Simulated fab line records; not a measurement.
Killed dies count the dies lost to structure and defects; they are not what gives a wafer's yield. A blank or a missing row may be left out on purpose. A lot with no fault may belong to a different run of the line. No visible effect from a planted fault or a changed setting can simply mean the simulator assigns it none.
fab line records / flow n5Finfet
[record] lots = 15 wafers = 45 lastDay = 17
route steps=1938 shown BEOL_M10@1529 BEOL_M11@1537
lots untouched by any fault: they come from a run of this same line in which no faults occurred
startH: the number of hours between the record's first day and the start of the first shown wafer of the lot / waitH: how many hours have passed since the lot's step before this one / " same as the row above / L1.1+2: one row covering several wafers at once / - either no value or no given start / * or withheld: withheld / < > ~ a bound
route shown NAME@n: NAME is a module with steps in the file, n the number in the route of the first one / usual: mean/standard deviation of fault-free wafers / same: alike in all rows / chamber/n: place in a boat / sites: the reading at each site / _std_site: the values' standard deviation / _edge_site: the outer-site mean with the inner-site mean subtracted / radiusMm: for every site, how far away it sits from the centre of the wafer / mask NAME#n: copy n / behind: the last tool/chamber to shape the wafer / hold: the reason the lot was held/the length of the hold in hours/how it ended / device: the transistor (n, p or np) that didn't switch / end of line: the route-end tests of the same wafers / step lacking rows: just its recipe / killed: dies that structure and defects cost at the first sort, which is not the same as the wafer's yield / map: shows each die of a wafer: x if killed, . if not, _ if none is there
set.NAME: the setting as run; set.NAME@STEP: as run at that earlier step / model.NAME: the simulator's own value behind a step, which no gauge read
the route's steps for a sample of lots (tables are steps, rows are wafers)
services: from which hour (startH, from the record's first day; less than 0 if before it) a tool's chamber was out of use, for how many hours, and why
[[steps]]
[step N5_BEOL_M10_ANNEAL_51]
[recipe] tempC = 225 timeS = 90 ambient = N2
[usual] wafer_temp_C_max = 226.0/0.32
lot.wafer=L137.1 tool=rtpAnneal-02 chamber=0 startH=200.37 waitH=0.3 wafer_temp_C_max=226.0
lot.wafer=L137.3 tool=rtpAnneal-02 chamber=0 startH=200.37 waitH=0.3 wafer_temp_C_max=225.6
lot.wafer=L137.5 tool=rtpAnneal-02 chamber=0 startH=200.37 waitH=0.3 wafer_temp_C_max=225.7
lot.wafer=L140.1 tool=rtpAnneal-01 chamber=0 startH=225.72 waitH=0.1 wafer_temp_C_max=225.7
lot.wafer=L140.4 tool=rtpAnneal-01 chamber=0 startH=225.72 waitH=0.1 wafer_temp_C_max=226.5
lot.wafer=L140.6 tool=rtpAnneal-01 chamber=0 startH=225.72 waitH=0.1 wafer_temp_C_max=225.9
lot.wafer=L138.3 tool=rtpAnneal-01 chamber=0 startH=242.67 waitH=0.3 wafer_temp_C_max=226.1
lot.wafer=L138.5 tool=rtpAnneal-01 chamber=0 startH=242.67 waitH=0.3 wafer_temp_C_max=225.9
lot.wafer=L138.6 tool=rtpAnneal-01 chamber=0 startH=242.67 waitH=0.3 wafer_temp_C_max=226.2
lot.wafer=L139.1 tool=rtpAnneal-01 chamber=0 startH=252.86 waitH=0.1 wafer_temp_C_max=226.1
lot.wafer=L139.4 tool=rtpAnneal-01 chamber=0 startH=252.86 waitH=0.1 wafer_temp_C_max=225.9
lot.wafer=L139.5 tool=rtpAnneal-01 chamber=0 startH=252.86 waitH=0.1 wafer_temp_C_max=226.1
lot.wafer=L143.1 tool=rtpAnneal-02 chamber=0 startH=255.66 waitH=0.2 wafer_temp_C_max=225.6
lot.wafer=L143.2 tool=rtpAnneal-02 chamber=0 startH=255.66 waitH=0.2 wafer_temp_C_max=225.9
lot.wafer=L143.6 tool=rtpAnneal-02 chamber=0 startH=255.66 waitH=0.2 wafer_temp_C_max=225.8
lot.wafer=L142.2 tool=rtpAnneal-02 chamber=0 startH=260.04 waitH=0.2 wafer_temp_C_max=226.3
lot.wafer=L142.3 tool=rtpAnneal-02 chamber=0 startH=260.04 waitH=0.2 wafer_temp_C_max=225.6
lot.wafer=L142.5 tool=rtpAnneal-02 chamber=0 startH=260.04 waitH=0.2 wafer_temp_C_max=225.7
lot.wafer=L148.2 tool=rtpAnneal-01 chamber=0 startH=289.63 waitH=0.2 wafer_temp_C_max=226.5
lot.wafer=L148.4 tool=rtpAnneal-01 chamber=0 startH=289.63 waitH=0.2 wafer_temp_C_max=226.3
lot.wafer=L148.5 tool=rtpAnneal-01 chamber=0 startH=289.63 waitH=0.2 wafer_temp_C_max=226.8
lot.wafer=L149.2 tool=rtpAnneal-02 chamber=0 startH=300.08 waitH=0.3 wafer_temp_C_max=225.5
lot.wafer=L149.4 tool=rtpAnneal-02 chamber=0 startH=300.08 waitH=0.3 wafer_temp_C_max=225.6
lot.wafer=L149.6 tool=rtpAnneal-02 chamber=0 startH=300.08 waitH=0.3 wafer_temp_C_max=225.6
lot.wafer=L150.2 tool=rtpAnneal-02 chamber=0 startH=311.20 waitH=0.2 wafer_temp_C_max=225.9
lot.wafer=L150.3 tool=rtpAnneal-02 chamber=0 startH=311.20 waitH=0.2 wafer_temp_C_max=226.0
lot.wafer=L150.4 tool=rtpAnneal-02 chamber=0 startH=311.20 waitH=0.2 wafer_temp_C_max=225.9
lot.wafer=L152.1 tool=rtpAnneal-02 chamber=0 startH=312.31 waitH=0.1 wafer_temp_C_max=225.5
lot.wafer=L152.3 tool=rtpAnneal-02 chamber=0 startH=312.31 waitH=0.1 wafer_temp_C_max=226.1
lot.wafer=L152.4 tool=rtpAnneal-02 chamber=0 startH=312.31 waitH=0.1 wafer_temp_C_max=225.7
lot.wafer=L157.2 tool=rtpAnneal-02 chamber=0 startH=343.38 waitH=0.1 wafer_temp_C_max=225.5
lot.wafer=L157.3 tool=rtpAnneal-02 chamber=0 startH=343.38 waitH=0.1 wafer_temp_C_max=225.4
lot.wafer=L157.5 tool=rtpAnneal-02 chamber=0 startH=343.38 waitH=0.1 wafer_temp_C_max=225.9
lot.wafer=L155.1 tool=rtpAnneal-01 chamber=0 startH=343.77 waitH=0.3 wafer_temp_C_max=226.2
lot.wafer=L155.4 tool=rtpAnneal-01 chamber=0 startH=343.77 waitH=0.3 wafer_temp_C_max=226.3
lot.wafer=L155.5 tool=rtpAnneal-01 chamber=0 startH=343.77 waitH=0.3 wafer_temp_C_max=226.2
lot.wafer=L156.1 tool=rtpAnneal-02 chamber=0 startH=343.79 waitH=0.2 wafer_temp_C_max=225.9
lot.wafer=L156.2 tool=rtpAnneal-02 chamber=0 startH=343.79 waitH=0.2 wafer_temp_C_max=226.1
lot.wafer=L156.5 tool=rtpAnneal-02 chamber=0 startH=343.79 waitH=0.2 wafer_temp_C_max=225.4
lot.wafer=L159.1 tool=rtpAnneal-02 chamber=0 startH=357.80 waitH=0.1 wafer_temp_C_max=226.2
lot.wafer=L159.2 tool=rtpAnneal-02 chamber=0 startH=357.80 waitH=0.1 wafer_temp_C_max=225.6
lot.wafer=L159.6 tool=rtpAnneal-02 chamber=0 startH=357.80 waitH=0.1 wafer_temp_C_max=225.7
lot.wafer=L160.1 tool=rtpAnneal-01 chamber=0 startH=364.32 waitH=1.6 wafer_temp_C_max=226.3
lot.wafer=L160.2 tool=rtpAnneal-01 chamber=0 startH=364.32 waitH=1.6 wafer_temp_C_max=226.1
lot.wafer=L160.4 tool=rtpAnneal-01 chamber=0 startH=364.32 waitH=1.6 wafer_temp_C_max=226.4
[step N5_BEOL_M10_INSPECT_58]
[recipe] inspectInstrument = darkfield mode = postDep
[usual] rawDefectCount = 70/23
lot.wafer=L137.1 tool=defectInspect-02 chamber=- startH=201.12 waitH=0.0 rawDefectCount=70
lot.wafer=L137.3 tool=defectInspect-02 chamber=- startH=201.12 waitH=0.0 rawDefectCount=103
lot.wafer=L137.5 tool=defectInspect-02 chamber=- startH=201.12 waitH=0.0 rawDefectCount=90
lot.wafer=L140.1 tool=defectInspect-01 chamber=- startH=226.52 waitH=0.0 rawDefectCount=60
lot.wafer=L140.4 tool=defectInspect-01 chamber=- startH=226.52 waitH=0.0 rawDefectCount=95
lot.wafer=L140.6 tool=defectInspect-01 chamber=- startH=226.52 waitH=0.0 rawDefectCount=74
lot.wafer=L138.3 tool=defectInspect-02 chamber=- startH=243.34 waitH=0.0 rawDefectCount=74
lot.wafer=L138.5 tool=defectInspect-02 chamber=- startH=243.34 waitH=0.0 rawDefectCount=73
lot.wafer=L138.6 tool=defectInspect-02 chamber=- startH=243.34 waitH=0.0 rawDefectCount=63
lot.wafer=L139.1 tool=defectInspect-02 chamber=- startH=253.61 waitH=0.0 rawDefectCount=59
lot.wafer=L139.4 tool=defectInspect-02 chamber=- startH=253.61 waitH=0.0 rawDefectCount=63
lot.wafer=L139.5 tool=defectInspect-02 chamber=- startH=253.61 waitH=0.0 rawDefectCount=61
lot.wafer=L143.1 tool=defectInspect-02 chamber=- startH=256.42 waitH=0.0 rawDefectCount=118
lot.wafer=L143.2 tool=defectInspect-02 chamber=- startH=256.42 waitH=0.0 rawDefectCount=102
lot.wafer=L143.6 tool=defectInspect-02 chamber=- startH=256.42 waitH=0.0 rawDefectCount=87
lot.wafer=L142.2 tool=defectInspect-01 chamber=- startH=260.75 waitH=0.0 rawDefectCount=58
lot.wafer=L142.3 tool=defectInspect-01 chamber=- startH=260.75 waitH=0.0 rawDefectCount=75
lot.wafer=L142.5 tool=defectInspect-01 chamber=- startH=260.75 waitH=0.0 rawDefectCount=55
lot.wafer=L148.2 tool=defectInspect-01 chamber=- startH=290.34 waitH=0.0 rawDefectCount=58
lot.wafer=L148.4 tool=defectInspect-01 chamber=- startH=290.34 waitH=0.0 rawDefectCount=89
lot.wafer=L148.5 tool=defectInspect-01 chamber=- startH=290.34 waitH=0.0 rawDefectCount=110
lot.wafer=L149.2 tool=defectInspect-01 chamber=- startH=300.79 waitH=0.0 rawDefectCount=97
lot.wafer=L149.4 tool=defectInspect-01 chamber=- startH=300.79 waitH=0.0 rawDefectCount=102
lot.wafer=L149.6 tool=defectInspect-01 chamber=- startH=300.79 waitH=0.0 rawDefectCount=121
lot.wafer=L150.2 tool=defectInspect-01 chamber=- startH=311.90 waitH=0.0 rawDefectCount=66
lot.wafer=L150.3 tool=defectInspect-01 chamber=- startH=311.90 waitH=0.0 rawDefectCount=79
lot.wafer=L150.4 tool=defectInspect-01 chamber=- startH=311.90 waitH=0.0 rawDefectCount=65
lot.wafer=L152.1 tool=defectInspect-02 chamber=- startH=313.07 waitH=0.0 rawDefectCount=79
lot.wafer=L152.3 tool=defectInspect-02 chamber=- startH=313.07 waitH=0.0 rawDefectCount=121
lot.wafer=L152.4 tool=defectInspect-02 chamber=- startH=313.07 waitH=0.0 rawDefectCount=97
lot.wafer=L157.2 tool=defectInspect-01 chamber=- startH=344.09 waitH=0.0 rawDefectCount=60
lot.wafer=L157.3 tool=defectInspect-01 chamber=- startH=344.09 waitH=0.0 rawDefectCount=97
lot.wafer=L157.5 tool=defectInspect-01 chamber=- startH=344.09 waitH=0.0 rawDefectCount=71
lot.wafer=L155.1 tool=defectInspect-02 chamber=- startH=344.52 waitH=0.0 rawDefectCount=43
lot.wafer=L155.4 tool=defectInspect-02 chamber=- startH=344.52 waitH=0.0 rawDefectCount=36
lot.wafer=L155.5 tool=defectInspect-02 chamber=- startH=344.52 waitH=0.0 rawDefectCount=39
lot.wafer=L156.1 tool=defectInspect-01 chamber=- startH=344.54 waitH=0.0 rawDefectCount=95
lot.wafer=L156.2 tool=defectInspect-01 chamber=- startH=344.54 waitH=0.0 rawDefectCount=79
lot.wafer=L156.5 tool=defectInspect-01 chamber=- startH=344.54 waitH=0.0 rawDefectCount=76
lot.wafer=L159.1 tool=defectInspect-02 chamber=- startH=358.56 waitH=0.0 rawDefectCount=65
lot.wafer=L159.2 tool=defectInspect-02 chamber=- startH=358.56 waitH=0.0 rawDefectCount=53
lot.wafer=L159.6 tool=defectInspect-02 chamber=- startH=358.56 waitH=0.0 rawDefectCount=74
lot.wafer=L160.1 tool=defectInspect-01 chamber=- startH=365.07 waitH=0.0 rawDefectCount=58
lot.wafer=L160.2 tool=defectInspect-01 chamber=- startH=365.07 waitH=0.0 rawDefectCount=104
lot.wafer=L160.4 tool=defectInspect-01 chamber=- startH=365.07 waitH=0.0 rawDefectCount=61
[step N5_BEOL_M11_CURE_71]
[recipe] tempC = 385 timeS = 240 ambient = He/Ar material = SiCOH_lowk
[usual] lampPowerPct = 52.31/0.056 wafer_temp_C_max = 386.7/0.57
lot.wafer=L137.1 tool=uvCure-03 chamber=0 startH=201.23 waitH=0.0 lampPowerPct=52.30 wafer_temp_C_max=386.4
lot.wafer=L137.3 tool=uvCure-03 chamber=0 startH=201.23 waitH=0.0 lampPowerPct=52.31 wafer_temp_C_max=386.4
lot.wafer=L137.5 tool=uvCure-03 chamber=0 startH=201.23 waitH=0.0 lampPowerPct=52.37 wafer_temp_C_max=386.6
lot.wafer=L140.1 tool=uvCure-01 chamber=0 startH=226.63 waitH=0.0 lampPowerPct=52.39 wafer_temp_C_max=386.5
lot.wafer=L140.4 tool=uvCure-01 chamber=0 startH=226.63 waitH=0.0 lampPowerPct=52.37 wafer_temp_C_max=386.4
lot.wafer=L140.6 tool=uvCure-01 chamber=0 startH=226.63 waitH=0.0 lampPowerPct=52.44 wafer_temp_C_max=386.9
lot.wafer=L138.3 tool=uvCure-03 chamber=1 startH=244.27 waitH=0.9 lampPowerPct=52.32 wafer_temp_C_max=387.7
lot.wafer=L138.5 tool=uvCure-03 chamber=1 startH=244.27 waitH=0.9 lampPowerPct=52.29 wafer_temp_C_max=386.7
lot.wafer=L138.6 tool=uvCure-03 chamber=1 startH=244.27 waitH=0.9 lampPowerPct=52.37 wafer_temp_C_max=387.2
lot.wafer=L139.1 tool=uvCure-02 chamber=1 startH=253.73 waitH=0.0 lampPowerPct=52.34 wafer_temp_C_max=387.3
lot.wafer=L139.4 tool=uvCure-02 chamber=1 startH=253.73 waitH=0.0 lampPowerPct=52.37 wafer_temp_C_max=387.6
lot.wafer=L139.5 tool=uvCure-02 chamber=1 startH=253.73 waitH=0.0 lampPowerPct=52.28 wafer_temp_C_max=387.0
lot.wafer=L143.1 tool=uvCure-01 chamber=0 startH=256.53 waitH=0.0 lampPowerPct=52.32 wafer_temp_C_max=386.1
lot.wafer=L143.2 tool=uvCure-01 chamber=0 startH=256.53 waitH=0.0 lampPowerPct=52.28 wafer_temp_C_max=386.6
lot.wafer=L143.6 tool=uvCure-01 chamber=0 startH=256.53 waitH=0.0 lampPowerPct=52.36 wafer_temp_C_max=386.2
lot.wafer=L142.2 tool=uvCure-01 chamber=2 startH=260.94 waitH=0.1 lampPowerPct=52.28 wafer_temp_C_max=388.3
lot.wafer=L142.3 tool=uvCure-01 chamber=2 startH=260.94 waitH=0.1 lampPowerPct=52.27 wafer_temp_C_max=386.9
lot.wafer=L142.5 tool=uvCure-01 chamber=2 startH=260.94 waitH=0.1 lampPowerPct=52.20 wafer_temp_C_max=386.4
lot.wafer=L148.2 tool=uvCure-03 chamber=1 startH=290.53 waitH=0.1 lampPowerPct=52.29 wafer_temp_C_max=387.2
lot.wafer=L148.4 tool=uvCure-03 chamber=1 startH=290.53 waitH=0.1 lampPowerPct=52.26 wafer_temp_C_max=387.9
lot.wafer=L148.5 tool=uvCure-03 chamber=1 startH=290.53 waitH=0.1 lampPowerPct=52.38 wafer_temp_C_max=387.0
lot.wafer=L149.2 tool=uvCure-02 chamber=2 startH=300.98 waitH=0.1 lampPowerPct=52.28 wafer_temp_C_max=387.2
lot.wafer=L149.4 tool=uvCure-02 chamber=2 startH=300.98 waitH=0.1 lampPowerPct=52.31 wafer_temp_C_max=386.4
lot.wafer=L149.6 tool=uvCure-02 chamber=2 startH=300.98 waitH=0.1 lampPowerPct=52.23 wafer_temp_C_max=386.6
lot.wafer=L150.2 tool=uvCure-02 chamber=0 startH=312.13 waitH=0.2 lampPowerPct=52.28 wafer_temp_C_max=386.4
lot.wafer=L150.3 tool=uvCure-02 chamber=0 startH=312.13 waitH=0.2 lampPowerPct=52.36 wafer_temp_C_max=386.1
lot.wafer=L150.4 tool=uvCure-02 chamber=0 startH=312.13 waitH=0.2 lampPowerPct=52.25 wafer_temp_C_max=387.3
lot.wafer=L152.1 tool=uvCure-02 chamber=2 startH=313.31 waitH=0.2 lampPowerPct=52.29 wafer_temp_C_max=386.6
lot.wafer=L152.3 tool=uvCure-02 chamber=2 startH=313.31 waitH=0.2 lampPowerPct=52.28 wafer_temp_C_max=387.2
lot.wafer=L152.4 tool=uvCure-02 chamber=2 startH=313.31 waitH=0.2 lampPowerPct=52.37 wafer_temp_C_max=386.4
lot.wafer=L157.2 tool=uvCure-03 chamber=0 startH=344.46 waitH=0.3 lampPowerPct=52.30 wafer_temp_C_max=386.2
lot.wafer=L157.3 tool=uvCure-03 chamber=0 startH=344.46 waitH=0.3 lampPowerPct=52.28 wafer_temp_C_max=386.1
lot.wafer=L157.5 tool=uvCure-03 chamber=0 startH=344.46 waitH=0.3 lampPowerPct=52.28 wafer_temp_C_max=386.1
lot.wafer=L155.1 tool=uvCure-03 chamber=2 startH=344.86 waitH=0.3 lampPowerPct=52.27 wafer_temp_C_max=387.3
lot.wafer=L155.4 tool=uvCure-03 chamber=2 startH=344.86 waitH=0.3 lampPowerPct=52.33 wafer_temp_C_max=387.2
lot.wafer=L155.5 tool=uvCure-03 chamber=2 startH=344.86 waitH=0.3 lampPowerPct=52.30 wafer_temp_C_max=387.3
lot.wafer=L156.1 tool=uvCure-02 chamber=2 startH=345.23 waitH=0.6 lampPowerPct=52.45 wafer_temp_C_max=386.3
lot.wafer=L156.2 tool=uvCure-02 chamber=2 startH=345.23 waitH=0.6 lampPowerPct=52.34 wafer_temp_C_max=386.8
lot.wafer=L156.5 tool=uvCure-02 chamber=2 startH=345.23 waitH=0.6 lampPowerPct=52.36 wafer_temp_C_max=386.5
lot.wafer=L159.1 tool=uvCure-02 chamber=1 startH=358.67 waitH=0.0 lampPowerPct=52.36 wafer_temp_C_max=387.2
lot.wafer=L159.2 tool=uvCure-02 chamber=1 startH=358.67 waitH=0.0 lampPowerPct=52.29 wafer_temp_C_max=386.8
lot.wafer=L159.6 tool=uvCure-02 chamber=1 startH=358.67 waitH=0.0 lampPowerPct=52.33 wafer_temp_C_max=387.0
lot.wafer=L160.1 tool=uvCure-01 chamber=2 startH=365.22 waitH=0.1 lampPowerPct=52.31 wafer_temp_C_max=386.4
lot.wafer=L160.2 tool=uvCure-01 chamber=2 startH=365.22 waitH=0.1 lampPowerPct=52.30 wafer_temp_C_max=386.1
lot.wafer=L160.4 tool=uvCure-01 chamber=2 startH=365.22 waitH=0.1 lampPowerPct=52.21 wafer_temp_C_max=386.1
[step N5_BEOL_M11_DEVELOP_10]
[recipe] developTimeS = 30 developer = TMAH resist = CAR-ArF rinseLiquid = diw dry = airSpin devTempC = 23
[usual] chillPlateTempC = 22.99/0.11 developTimeS = 30/0
lot.wafer=L137.1 tool=lithoTrack-02 chamber=0 startH=203.77 waitH=- chillPlateTempC=23.07 developTimeS=30
lot.wafer=L137.3 tool=lithoTrack-02 chamber=0 startH=203.77 waitH=- chillPlateTempC=23.10 developTimeS=30
lot.wafer=L137.5 tool=lithoTrack-02 chamber=0 startH=203.77 waitH=- chillPlateTempC=23.07 developTimeS=30
lot.wafer=L140.1 tool=lithoTrack-02 chamber=0 startH=227.68 waitH=- chillPlateTempC=23.18 developTimeS=30
lot.wafer=L140.4 tool=lithoTrack-02 chamber=0 startH=227.68 waitH=- chillPlateTempC=23.14 developTimeS=30
lot.wafer=L140.6 tool=lithoTrack-02 chamber=0 startH=227.68 waitH=- chillPlateTempC=23.06 developTimeS=30
lot.wafer=L138.3 tool=lithoTrack-05 chamber=0 startH=247.48 waitH=- chillPlateTempC=23.06 developTimeS=30
lot.wafer=L138.5 tool=lithoTrack-05 chamber=0 startH=247.48 waitH=- chillPlateTempC=23.25 developTimeS=30
lot.wafer=L138.6 tool=lithoTrack-05 chamber=0 startH=247.48 waitH=- chillPlateTempC=23.21 developTimeS=30
lot.wafer=L139.1 tool=lithoTrack-01 chamber=0 startH=255.98 waitH=- chillPlateTempC=22.90 developTimeS=30
lot.wafer=L139.4 tool=lithoTrack-01 chamber=0 startH=255.98 waitH=- chillPlateTempC=22.94 developTimeS=30
lot.wafer=L139.5 tool=lithoTrack-01 chamber=0 startH=255.98 waitH=- chillPlateTempC=23.07 developTimeS=30
lot.wafer=L143.1 tool=lithoTrack-02 chamber=0 startH=258.96 waitH=- chillPlateTempC=23.01 developTimeS=30
lot.wafer=L143.2 tool=lithoTrack-02 chamber=0 startH=258.96 waitH=- chillPlateTempC=23.00 developTimeS=30
lot.wafer=L143.6 tool=lithoTrack-02 chamber=0 startH=258.96 waitH=- chillPlateTempC=23.02 developTimeS=30
lot.wafer=L142.2 tool=lithoTrack-05 chamber=0 startH=262.42 waitH=- chillPlateTempC=23.07 developTimeS=30
lot.wafer=L142.3 tool=lithoTrack-05 chamber=0 startH=262.42 waitH=- chillPlateTempC=22.98 developTimeS=30
lot.wafer=L142.5 tool=lithoTrack-05 chamber=0 startH=262.42 waitH=- chillPlateTempC=22.91 developTimeS=30
lot.wafer=L148.2 tool=lithoTrack-01 chamber=- startH=293.35 waitH=- chillPlateTempC=- developTimeS=-
lot.wafer=L148.4 tool=lithoTrack-01 chamber=- startH=293.35 waitH=- chillPlateTempC=- developTimeS=-
lot.wafer=L148.5 tool=lithoTrack-01 chamber=- startH=293.35 waitH=- chillPlateTempC=- developTimeS=-
lot.wafer=L149.2 tool=lithoTrack-02 chamber=- startH=302.40 waitH=- chillPlateTempC=- developTimeS=-
lot.wafer=L149.4 tool=lithoTrack-02 chamber=- startH=302.40 waitH=- chillPlateTempC=- developTimeS=-
lot.wafer=L149.6 tool=lithoTrack-02 chamber=- startH=302.40 waitH=- chillPlateTempC=- developTimeS=-
lot.wafer=L150.2 tool=lithoTrack-01 chamber=- startH=313.56 waitH=- chillPlateTempC=- developTimeS=-
lot.wafer=L150.3 tool=lithoTrack-01 chamber=- startH=313.56 waitH=- chillPlateTempC=- developTimeS=-
lot.wafer=L150.4 tool=lithoTrack-01 chamber=- startH=313.56 waitH=- chillPlateTempC=- developTimeS=-
lot.wafer=L152.1 tool=lithoTrack-02 chamber=0 startH=315.98 waitH=- chillPlateTempC=22.79 developTimeS=30
lot.wafer=L152.3 tool=lithoTrack-02 chamber=0 startH=315.98 waitH=- chillPlateTempC=22.85 developTimeS=30
lot.wafer=L152.4 tool=lithoTrack-02 chamber=0 startH=315.98 waitH=- chillPlateTempC=22.75 developTimeS=30
lot.wafer=L157.2 tool=lithoTrack-01 chamber=0 startH=345.37 waitH=- chillPlateTempC=23.05 developTimeS=30
lot.wafer=L157.3 tool=lithoTrack-01 chamber=0 startH=345.37 waitH=- chillPlateTempC=22.97 developTimeS=30
lot.wafer=L157.5 tool=lithoTrack-01 chamber=0 startH=345.37 waitH=- chillPlateTempC=23.17 developTimeS=30
lot.wafer=L155.1 tool=lithoTrack-01 chamber=0 startH=346.76 waitH=- chillPlateTempC=22.88 developTimeS=30
lot.wafer=L155.4 tool=lithoTrack-01 chamber=0 startH=346.76 waitH=- chillPlateTempC=23.00 developTimeS=30
lot.wafer=L155.5 tool=lithoTrack-01 chamber=0 startH=346.76 waitH=- chillPlateTempC=23.02 developTimeS=30
lot.wafer=L156.1 tool=lithoTrack-02 chamber=0 startH=346.92 waitH=- chillPlateTempC=22.90 developTimeS=30
lot.wafer=L156.2 tool=lithoTrack-02 chamber=0 startH=346.92 waitH=- chillPlateTempC=22.98 developTimeS=30
lot.wafer=L156.5 tool=lithoTrack-02 chamber=0 startH=346.92 waitH=- chillPlateTempC=23.04 developTimeS=30
lot.wafer=L159.1 tool=lithoTrack-01 chamber=0 startH=361.82 waitH=- chillPlateTempC=23.01 developTimeS=30
lot.wafer=L159.2 tool=lithoTrack-01 chamber=0 startH=361.82 waitH=- chillPlateTempC=23.05 developTimeS=30
lot.wafer=L159.6 tool=lithoTrack-01 chamber=0 startH=361.82 waitH=- chillPlateTempC=23.00 developTimeS=30
lot.wafer=L160.1 tool=lithoTrack-01 chamber=0 startH=366.76 waitH=- chillPlateTempC=23.14 developTimeS=30
lot.wafer=L160.2 tool=lithoTrack-01 chamber=0 startH=366.76 waitH=- chillPlateTempC=23.06 developTimeS=30
lot.wafer=L160.4 tool=lithoTrack-01 chamber=0 startH=366.76 waitH=- chillPlateTempC=23.02 developTimeS=30
[[services]]
tool=uvCure-02 chamber=- startH=177.95 hours=0.9 kind=repair
tool=uvCure-01 chamber=- startH=204.45 hours=1.0 kind=pm
tool=uvCure-01 chamber=- startH=213.27 hours=5.0 kind=pm
tool=uvCure-03 chamber=- startH=238.98 hours=1.0 kind=pm
tool=uvCure-01 chamber=- startH=245.56 hours=5.9 kind=repair
tool=uvCure-03 chamber=- startH=251.75 hours=7.5 kind=pm
tool=rtpAnneal-01 chamber=- startH=304.29 hours=6.2 kind=pm
tool=uvCure-01 chamber=- startH=323.47 hours=2.1 kind=pm
tool=uvCure-02 chamber=- startH=326.17 hours=7.5 kind=pm
tool=uvCure-01 chamber=- startH=326.96 hours=24.9 kind=pm
[[key]]
[firstSign] step = N5_BEOL_M11_DEVELOP_10 reading = toolRecord direction = missing
effect none on later readings
metAt N5_BEOL_M11_DEVELOP_10
struckLots L148,L149,L150
laterRowsLeftOut L148.2,L148.4,L148.5,L149.2,L149.4,L149.6,L150.2,L150.3,L150.4
sortLeftOut L148.2,L148.4,L148.5,L149.2,L149.4,L149.6,L150.2,L150.3,L150.4
notActingAt N5_BEOL_M10_ANNEAL_51,N5_BEOL_M10_INSPECT_58,N5_BEOL_M11_CURE_71
onsetBetween 258.96 293.35
[fault] kind = skippedStepWhole tool = lithoTrack-01,lithoTrack-02 chamber = - onsetH = 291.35 steps = N5_BEOL_M11_DEVELOP_10 scope = struckLotsOnly
// sortLeftOut: the simulated sort isn't trusted on such a fault, so these wafers' sort isn't shown, and their yield isn't known
// laterRowsLeftOut: the simulator's readings of these wafers behind a module that went badly wrong aren't trusted and aren't shown, but for the sort
